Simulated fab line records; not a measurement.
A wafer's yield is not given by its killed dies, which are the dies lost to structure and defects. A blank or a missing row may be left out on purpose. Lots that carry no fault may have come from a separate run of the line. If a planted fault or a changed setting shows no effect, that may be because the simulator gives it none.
Matching of chambers || flow n5Finfet || N5_BEOL_M0_CUTY_DESCUM_61 on rieDiel-05 has 4 sister chambers
The step chemistry O2, time 7.9 s. 18 wafers are shown with their chamber, then 9 later ones without.

## WAFERS WITH THEIR CHAMBER
{"wafer": "L078.2", "chamber": 3, "throttleValvePct (%)": 20.44, "showerheadPlenumPTorr (Torr)": 2.16, "drypumpMotorCurrentA (A)": 5.0}
{"wafer": "L078.3", "chamber": 2, "throttleValvePct (%)": 20.93, "showerheadPlenumPTorr (Torr)": 1.94, "drypumpMotorCurrentA (A)": 5.7}
{"wafer": "L078.4", "chamber": 1, "throttleValvePct (%)": 20.17, "showerheadPlenumPTorr (Torr)": 2.04, "drypumpMotorCurrentA (A)": 5.6}
{"wafer": "L081.1", "chamber": 1, "throttleValvePct (%)": 20.18, "showerheadPlenumPTorr (Torr)": 2.04, "drypumpMotorCurrentA (A)": 5.6}
{"wafer": "L081.2", "chamber": 3, "throttleValvePct (%)": 20.46, "showerheadPlenumPTorr (Torr)": 2.15, "drypumpMotorCurrentA (A)": 5.0}
{"wafer": "L081.3", "chamber": 0, "throttleValvePct (%)": 20.37, "showerheadPlenumPTorr (Torr)": 1.97, "drypumpMotorCurrentA (A)": 4.8}
{"wafer": "L081.4", "chamber": 2, "throttleValvePct (%)": 20.95, "showerheadPlenumPTorr (Torr)": 1.94, "drypumpMotorCurrentA (A)": 5.7}
{"wafer": "L081.5", "chamber": 0, "throttleValvePct (%)": 20.36, "showerheadPlenumPTorr (Torr)": 1.97, "drypumpMotorCurrentA (A)": 4.8}
{"wafer": "L081.6", "chamber": 3, "throttleValvePct (%)": 20.44, "showerheadPlenumPTorr (Torr)": 2.16, "drypumpMotorCurrentA (A)": 5.0}
{"wafer": "L082.1", "chamber": 1, "throttleValvePct (%)": 20.19, "showerheadPlenumPTorr (Torr)": 2.04, "drypumpMotorCurrentA (A)": 5.6}
{"wafer": "L082.2", "chamber": 0, "throttleValvePct (%)": 20.36, "showerheadPlenumPTorr (Torr)": 1.97, "drypumpMotorCurrentA (A)": 4.9}
{"wafer": "L082.3", "chamber": 3, "throttleValvePct (%)": 20.43, "showerheadPlenumPTorr (Torr)": 2.15, "drypumpMotorCurrentA (A)": 5.0}
{"wafer": "L085.1", "chamber": 1, "throttleValvePct (%)": 20.18, "showerheadPlenumPTorr (Torr)": 2.03, "drypumpMotorCurrentA (A)": 5.5}
{"wafer": "L085.4", "chamber": 0, "throttleValvePct (%)": 20.37, "showerheadPlenumPTorr (Torr)": 1.96, "drypumpMotorCurrentA (A)": 4.9}
{"wafer": "L085.5", "chamber": 2, "throttleValvePct (%)": 20.95, "showerheadPlenumPTorr (Torr)": 1.93, "drypumpMotorCurrentA (A)": 5.7}
{"wafer": "L086.1", "chamber": 1, "throttleValvePct (%)": 20.19, "showerheadPlenumPTorr (Torr)": 2.03, "drypumpMotorCurrentA (A)": 5.6}
{"wafer": "L086.2", "chamber": 0, "throttleValvePct (%)": 20.38, "showerheadPlenumPTorr (Torr)": 1.96, "drypumpMotorCurrentA (A)": 4.9}
{"wafer": "L086.6", "chamber": 0, "throttleValvePct (%)": 20.40, "showerheadPlenumPTorr (Torr)": 1.96, "drypumpMotorCurrentA (A)": 4.8}

SIGNATURES, as means of the wafers listed above
{"reading": "throttleValvePct", "chamber 0": 20.3733, "chamber 1": 20.1820, "chamber 2": 20.9433, "chamber 3": 20.4425, "scatter within a chamber": 0.0124}
{"reading": "showerheadPlenumPTorr", "chamber 0": 1.9650, "chamber 1": 2.0360, "chamber 2": 1.9367, "chamber 3": 2.1550, "scatter within a chamber": 0.00558}
{"reading": "drypumpMotorCurrentA", "chamber 0": 4.850, "chamber 1": 5.580, "chamber 2": 5.700, "chamber 3": 5.000, "scatter within a chamber": 0.0405}
Rule: a wafer's distance from a chamber is the root of the sum, over the readings, of the square of ((its reading less the chamber's mean) divided by the reading's scatter). If the next closest chamber is less than 2 further off than the closest, the wafer can't be placed; otherwise it belongs to the closest. The scatter: the root of (the sum of the squares of (reading less its chamber's mean) over the shown wafers, divided by (wafers less chambers)).

## WAFERS WITHOUT THEIR CHAMBER
{"wafer": "L087.1", "throttleValvePct (%)": 20.37, "showerheadPlenumPTorr (Torr)": 1.96, "drypumpMotorCurrentA (A)": 4.8}
{"wafer": "L087.2", "throttleValvePct (%)": 20.96, "showerheadPlenumPTorr (Torr)": 1.93, "drypumpMotorCurrentA (A)": 5.7}
{"wafer": "L087.4", "throttleValvePct (%)": 20.46, "showerheadPlenumPTorr (Torr)": 2.15, "drypumpMotorCurrentA (A)": 5.0}
{"wafer": "L093.2", "throttleValvePct (%)": 20.97, "showerheadPlenumPTorr (Torr)": 1.93, "drypumpMotorCurrentA (A)": 5.7}
{"wafer": "L093.3", "throttleValvePct (%)": 20.21, "showerheadPlenumPTorr (Torr)": 2.03, "drypumpMotorCurrentA (A)": 5.6}
{"wafer": "L093.5", "throttleValvePct (%)": 20.23, "showerheadPlenumPTorr (Torr)": 2.03, "drypumpMotorCurrentA (A)": 5.6}
{"wafer": "L096.2", "throttleValvePct (%)": 20.98, "showerheadPlenumPTorr (Torr)": 1.93, "drypumpMotorCurrentA (A)": 5.7}
{"wafer": "L096.4", "throttleValvePct (%)": 20.98, "showerheadPlenumPTorr (Torr)": 1.93, "drypumpMotorCurrentA (A)": 5.7}
{"wafer": "L096.6", "throttleValvePct (%)": 20.22, "showerheadPlenumPTorr (Torr)": 2.03, "drypumpMotorCurrentA (A)": 5.6}

## WHICH CHAMBER EACH ONE RAN IN
{"wafer": "L087.1", "from the rows above": 0, "in truth": 0}
{"wafer": "L087.2", "from the rows above": 2, "in truth": 2}
{"wafer": "L087.4", "from the rows above": 3, "in truth": 3}
{"wafer": "L093.2", "from the rows above": 2, "in truth": 2}
{"wafer": "L093.3", "from the rows above": 1, "in truth": 1}
{"wafer": "L093.5", "from the rows above": 1, "in truth": 1}
{"wafer": "L096.2", "from the rows above": 2, "in truth": 2}
{"wafer": "L096.4", "from the rows above": 2, "in truth": 2}
{"wafer": "L096.6", "from the rows above": 1, "in truth": 1}
Placed correctly: 9 of 9. Not placeable from these rows: 0. Wrongly placed: 0.
